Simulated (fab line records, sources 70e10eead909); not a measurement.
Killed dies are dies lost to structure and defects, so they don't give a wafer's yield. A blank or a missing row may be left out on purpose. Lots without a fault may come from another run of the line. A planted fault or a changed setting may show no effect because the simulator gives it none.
Which tool did it? | flow nand_harc | 14 lots, 42 wafers sampled, at 6 steps of a route of 1159

WHAT THE GAUGES READ, wafer by wafer
NHARC_A_ONON_D1_THK_MEAS_08: measures by ellipsometry. Usual: thk_nm 1004 nm, standard deviation 11.
lot  | measured     | on            | thk_nm (nm)    | flag
L717 | day 7 13:41  | film_metro-02 | 1008 1009 1006 |
L718 | day 7 20:58  | film_metro-01 | 1021 1019 1019 |
L719 | day 8 04:39  | film_metro-02 | 999 999 999    |
L721 | day 8 22:17  | film_metro-01 | 1002 1003 1002 |
L722 | day 8 22:14  | film_metro-02 | 989 989 990    |
L724 | day 9 10:32  | film_metro-02 | 995 995 996    |
L725 | day 9 10:23  | film_metro-02 | 981 984 983    |
L727 | day 10 03:25 | film_metro-02 | 997 997 997    |
L729 | day 10 20:05 | film_metro-02 | 993 991 992    |
L732 | day 11 18:37 | film_metro-02 | 1021 1021 1021 |
L736 | day 12 14:17 | film_metro-01 | 989 991 990    |
L737 | day 12 14:17 | film_metro-02 | 995 997 997    |
L738 | day 13 06:48 | film_metro-01 | 1024 1025 1024 |
L739 | day 13 06:48 | film_metro-02 | 1009 1009 1010 |

NHARC_A_ONON_D1_THK_MEAS_14: measures by ellipsometry. Usual: thk_nm 1001 nm, standard deviation 10.
lot  | measured     | on            | thk_nm (nm)                   | flag
L717 | day 7 15:05  | film_metro-01 | 1000 1000 1001                |
L718 | day 7 22:05  | film_metro-01 | 993 992 993                   |
L719 | day 8 05:48  | film_metro-02 | 981 981 980                   |
L721 | day 8 23:25  | film_metro-01 | 997 996 997                   |
L722 | day 8 23:23  | film_metro-02 | 993 992 991                   |
L724 | day 9 11:40  | film_metro-01 | 1008 1010 1010                |
L725 | day 9 11:32  | film_metro-02 | 998 1000 1001                 |
L727 | day 10 04:34 | film_metro-01 | 1004 1007 1005                |
L729 | day 10 21:13 | film_metro-02 | 1027 1027 1026                |
L732 | day 11 19:45 | film_metro-01 | 1459 1457 1456 1459 1457 1458 | OFF
L736 | day 12 15:38 | film_metro-01 | 999 1002 1002                 |
L737 | day 12 15:26 | film_metro-01 | 1458 1459 1458 1457 1458 1457 | OFF
L738 | day 13 07:56 | film_metro-02 | 994 995 994                   |
L739 | day 13 07:56 | film_metro-02 | 997 998 998                   |

NHARC_A_ONON_D1_THK_MEAS_24: measures by ellipsometry. Usual: thk_nm 1000 nm, standard deviation 8.3.
lot  | measured     | on            | thk_nm (nm)    | flag
L717 | day 8 00:04  | film_metro-02 | 993 993 992    |
L718 | day 8 08:02  | film_metro-02 | 1001 1000 1001 |
L719 | day 8 14:59  | film_metro-01 | 1001 1002 999  |
L721 | day 9 07:38  | film_metro-01 | 999 998 998    |
L722 | day 9 07:38  | film_metro-01 | 990 991 991    |
L724 | day 9 19:46  | film_metro-01 | 998 998 998    |
L725 | day 9 19:46  | film_metro-02 | 1006 1006 1008 |
L727 | day 10 15:50 | film_metro-02 | 982 983 982    |
L729 | day 11 06:29 | film_metro-02 | 1000 999 999   |
L736 | day 12 23:43 | film_metro-01 | 1000 1000 998  |
L738 | day 13 16:32 | film_metro-02 | 1009 1008 1007 |
L739 | day 13 16:31 | film_metro-02 | 1014 1011 1012 |

NHARC_END_SORT_01. Usual: defect_limited_yield 95.1 %, standard deviation 1.3; killed_at_array 29, standard deviation 8.4; killed_at_other 0.7, standard deviation 1.2; killed_at_periphery 3.8, standard deviation 2.1; killed_dies 33, standard deviation 9; killed_open 3.4, standard deviation 2; killed_short 2.1, standard deviation 1.4; sort_bin_2_pct 1.5 %, standard deviation 0.56; sort_bin_3_pct 0.26 %, standard deviation 0.2; sort_bin_4_pct 3.1 %, standard deviation 0.91; sort_n_pass 644, standard deviation 9; sort_rim_yield_pct 96.2 %, standard deviation 2.2; sort_yield_pct 95.1 %, standard deviation 1.3.
lot  | measured     | on        | defect_limited_yield (%) | killed_at_array | killed_at_other | killed_at_periphery | killed_dies | killed_open | killed_short | sort_bin_2_pct (%) | sort_bin_3_pct (%) | sort_bin_4_pct (%) | sort_n_pass | sort_rim_yield_pct (%) | sort_yield_pct (%) | flag
L717 | day 21 15:29 | prober-02 | 95.9 96.8 95.1           | 24 19 27        | 0 0 0           | 4 3 6               | 28 22 33    | 2 0 5       | 3 3 5        | 1.5 0.7 1.8        | 0.15 0.44 0.30     | 2.5 2.1 2.8        | 649 655 644 | 99.1 100.0 96.2        | 95.9 96.8 95.1     |
L718 | day 21 07:44 | prober-02 | 92.5 94.7 94.4           | 48 30 32        | 1 1 0           | 2 5 6               | 51 36 38    | 2 2 7       | 2 2 2        | 1.9 1.6 1.6        | 0.44 0 0.30        | 5.2 3.7 3.7        | 626 641 639 | 96.2 93.4 93.4         | 92.5 94.7 94.4     |
L719 | day 21 01:27 | prober-01 | 94.2 95.4 94.4           | 36 26 34        | 1 0 1           | 2 5 3               | 39 31 38    | 3 6 2       | 2 1 2        | 2.1 2.1 2.1        | 0.15 0.30 0.44     | 3.5 2.2 3.1        | 638 646 639 | 95.3 99.1 100.0        | 94.2 95.4 94.4     |
L721 | day 22 00:52 | prober-02 | 97.6 96.6 97.8           | 15 21 12        | 0 0 0           | 1 2 3               | 16 23 15    | 2 0 5       | 0 4 2        | 0.7 0.9 0.6        | 0.15 0.30 0        | 1.5 2.2 1.6        | 661 654 662 | 94.3 98.1 100.0        | 97.6 96.6 97.8     |
L722 | day 21 15:31 | prober-01 | 93.8 94.4 94.2           | 37 36 36        | 0 1 0           | 5 1 3               | 42 38 39    | 1 2 3       | 3 4 4        | 2.1 1.2 1.5        | 0.30 0.15 0.44     | 3.8 4.3 3.8        | 635 639 638 | 98.1 98.1 97.2         | 93.8 94.4 94.2     |
L724 | day 22 07:05 | prober-01 | 96.5 96.6 96.2           | 22 23 22        | 0 0 0           | 2 0 4               | 24 23 26    | 4 2 5       | 2 5 0        | 1.0 1.3 1.2        | 0.30 0 0           | 2.2 2.1 2.7        | 653 654 651 | 96.2 99.1 99.1         | 96.5 96.6 96.2     |
L725 | day 22 00:01 | prober-01 | 95.3 94.7 95.0           | 27 29 28        | 0 0 0           | 5 7 6               | 32 36 34    | 1 4 5       | 3 2 1        | 1.9 1.8 1.2        | 0.15 0.44 0.15     | 2.7 3.1 3.7        | 645 641 643 | 96.2 91.5 98.1         | 95.3 94.7 95.0     |
L727 | day 22 14:53 | prober-02 | 96.5 95.3 96.5           | 19 25 22        | 0 0 0           | 5 7 2               | 24 32 24    | 3 2 2       | 1 2 1        | 1.2 1.2 1.2        | 0 0.59 0           | 2.4 3.0 2.4        | 653 645 653 | 99.1 98.1 95.3         | 96.5 95.3 96.5     |
L729 | day 22 14:57 | prober-01 | 96.2 94.8 94.2           | 21 32 33        | 0 0 1           | 5 3 5               | 26 35 39    | 4 2 3       | 3 3 2        | 1.3 2.1 1.6        | 0.15 0.30 0.30     | 2.4 2.8 3.8        | 651 642 638 | 97.2 97.2 97.2         | 96.2 94.8 94.2     |
L736 | day 24 07:19 | prober-02 | 94.2 93.2 94.7           | 35 41 35        | 0 0 0           | 4 5 1               | 39 46 36    | 2 5 2       | 3 2 2        | 2.1 2.4 1.5        | 0.59 0.74 0.30     | 3.1 3.7 3.5        | 638 631 641 | 94.3 90.6 96.2         | 94.2 93.2 94.7     |
L738 | day 24 20:58 | prober-01 | 93.8 92.5 92.9           | 37 46 42        | 0 2 1           | 5 3 5               | 42 51 48    | 7 5 6       | 0 6 1        | 1.8 3.0 2.4        | 0.15 0.59 0.30     | 4.3 4.0 4.4        | 635 626 629 | 97.2 96.2 97.2         | 93.8 92.5 92.9     |
L739 | day 24 13:28 | prober-02 | 96.8 96.6 96.0           | 17 18 25        | 0 0 0           | 5 5 2               | 22 23 27    | 3 3 3       | 0 3 3        | 1.2 1.0 1.3        | 0 0.15 0.44        | 2.1 2.2 2.2        | 655 654 650 | 97.2 96.2 98.1         | 96.8 96.6 96.0     |

WHICH TOOL RAN EACH LOT (tool, then ch and the chambers of the sampled wafers, then the start)
lot  | NHARC_A_ZERO_WELL_RTA_16         | NHARC_A_ONON_D1_DEP_12
L717 | rtp_anneal-01 ch 0, day 6 16:11  | pecvd_onon-01 ch 0, day 7 14:35
L718 | rtp_anneal-01 ch 0, day 6 22:28  | pecvd_onon-01 ch 0, day 7 21:35
L719 | rtp_anneal-02 ch 0, day 7 05:48  | pecvd_onon-01 ch 0, day 8 05:23
L721 | rtp_anneal-02 ch 0, day 7 23:29  | pecvd_onon-01 ch 0, day 8 23:01
L722 | rtp_anneal-02 ch 0, day 8 01:24  | pecvd_onon-02 ch 0, day 8 22:52
L724 | rtp_anneal-01 ch 0, day 8 12:55  | pecvd_onon-02 ch 0, day 9 11:10
L725 | rtp_anneal-01 ch 0, day 8 14:52  | pecvd_onon-03 ch 0, day 9 11:04
L727 | rtp_anneal-02 ch 0, day 9 06:11  | pecvd_onon-01 ch 0, day 10 04:03
L729 | rtp_anneal-02 ch 0, day 9 21:32  | pecvd_onon-03 ch 0, day 10 20:43
L732 | rtp_anneal-02 ch 0, day 10 19:54 | pecvd_onon-02 ch 0, day 11 19:18
L736 | rtp_anneal-02 ch 0, day 11 14:40 | pecvd_onon-03 ch 0, day 12 15:15
L737 | rtp_anneal-01 ch 0, day 11 15:19 | pecvd_onon-02 ch 0, day 12 15:02
L738 | rtp_anneal-02 ch 0, day 12 05:19 | pecvd_onon-03 ch 0, day 13 07:25
L739 | rtp_anneal-02 ch 0, day 12 06:16 | pecvd_onon-01 ch 0, day 13 07:26
- NHARC_A_ZERO_WELL_RTA_16: time 10 s.
- NHARC_A_ONON_D1_DEP_12: target thk 1000 nm.

WHAT THE TOOLS THEMSELVES READ (means of the sampled wafers that have a number; where no wafer has one, the mark that the record gives instead)
NHARC_A_ZERO_WELL_RTA_16. Usual: lamp_power_pct 27.7 %, standard deviation 1.5; wafer_temp_C_max 1004.4, standard deviation 0.76.
lot  | tool          | lamp_power_pct (%) | wafer_temp_C_max | flag
L717 | rtp_anneal-01 | 26.1               | 1004.2           |
L718 | rtp_anneal-01 | 26.1               | 1005.1           |
L719 | rtp_anneal-02 | 29.1               | 1004.4           |
L721 | rtp_anneal-02 | 29.0               | 1004.8           |
L722 | rtp_anneal-02 | 29.1               | 1003.8           |
L724 | rtp_anneal-01 | 26.1               | 1004.5           |
L725 | rtp_anneal-01 | 26.2               | 1005.2           |
L727 | rtp_anneal-02 | 29.1               | 1004.2           |
L729 | rtp_anneal-02 | 29.1               | 1003.7           |
L732 | rtp_anneal-02 | 29.1               | 1004.9           |
L736 | rtp_anneal-02 | 29.1               | 1005.0           |
L737 | rtp_anneal-01 | 26.2               | 1004.8           |
L738 | rtp_anneal-02 | 29.1               | 1004.5           |
L739 | rtp_anneal-02 | 29.1               | 1004.9           |

THE ANSWER, worked out from the rows above alone
Rule: a lot is off if the mean of its wafers that have a number lies more than 3 standard deviations from the usual mean. A lot without any number at a reading at which 4 lots or more have one is off too. The other lots that the step has rows for count as sound. The gauges are gone through in route order, then the tools' own readings, and for those a lot's mean is taken as printed above. The first step at which some lot is off is used, and at that step the reading that is off furthest; a lot without a number counts as furthest.
Off: L732, L737, at NHARC_A_ONON_D1_THK_MEAS_14 (thk_nm).
A tool fits if, at a process step before that reading, it ran every lot that is off, and no sound lot after the first of them. The gauges at NHARC_A_ONON_D1_THK_MEAS_14 are tried like those tools. One fits: pecvd_onon-02 at NHARC_A_ONON_D1_DEP_12. Its last sound lot is L724 (day 9 11:10), its first lot that is off L732 (day 11 19:18): a fault that began between those two fits.

WHAT THE SIMULATOR HAD PUT IN
Process parameter drift: pecvd_onon-02, from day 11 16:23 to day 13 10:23, at NHARC_A_ONON_D1_DEP_12. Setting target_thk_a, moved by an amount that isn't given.
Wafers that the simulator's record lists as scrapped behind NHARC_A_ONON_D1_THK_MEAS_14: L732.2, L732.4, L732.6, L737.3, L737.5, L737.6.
Lots struck among those shown: L732, L737. The rule above found the same.
